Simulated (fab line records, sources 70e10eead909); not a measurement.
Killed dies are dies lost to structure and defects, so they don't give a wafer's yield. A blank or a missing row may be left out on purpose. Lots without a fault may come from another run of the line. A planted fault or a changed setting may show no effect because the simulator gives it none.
Chamber matching | flow nand_harc | NHARC_A_WL_FILL_STRIP_29 on rie_diel-10: 4 sister chambers
The step strips in O2, time 20 s. 8 wafers are shown with their chamber, then 7 later ones without.

WAFERS WITH THEIR CHAMBER
wafer  | chamber | drypump_motor_current_A (A) | oes_product_au (a.u.)
L079.3 | 2       | 5.4                         | 1.003
L085.2 | 2       | 5.4                         | 0.999
L085.3 | 1       | 6.8                         | 1.000
L080.2 | 1       | 6.8                         | 1.006
L080.3 | 0       | 5.9                         | 1.016
L080.4 | 3       | 6.2                         | 0.992
L087.1 | 0       | 5.9                         | 1.018
L087.4 | 3       | 6.3                         | 0.993

WAFERS WITHOUT THEIR CHAMBER
wafer  | drypump_motor_current_A (A) | oes_product_au (a.u.)
L087.5 | 6.3                         | 0.994
L089.3 | 6.2                         | 0.984
L089.4 | 6.8                         | 1.005
L089.5 | 6.3                         | 1.000
L094.2 | 5.4                         | 1.016
L094.3 | 6.3                         | 0.987
L094.4 | 6.7                         | 0.996

WHICH CHAMBER EACH WENT THROUGH
wafer  | from the rows above | in truth
L087.5 | 3                   | 3
L089.3 | 3                   | 3
L089.4 | 1                   | 1
L089.5 | 3                   | 3
L094.2 | 2                   | 2
L094.3 | 3                   | 3
L094.4 | 1                   | 1
Placed correctly: 7 of 7. Can't be placed from these rows: 0. Placed wrongly: 0.
How it was worked out, from the rows above alone: a wafer's distance from a chamber is the root of the sum, over the readings, of the square of ((its reading less the chamber's mean) divided by the reading's scatter). The wafer belongs to the nearest chamber; if the next one is less than 2 further off, it can't be placed. A chamber's mean is the mean of its shown wafers. The scatter: the root of (the sum of the squares of (reading less its chamber's mean) over the shown wafers, divided by (wafers less chambers)).
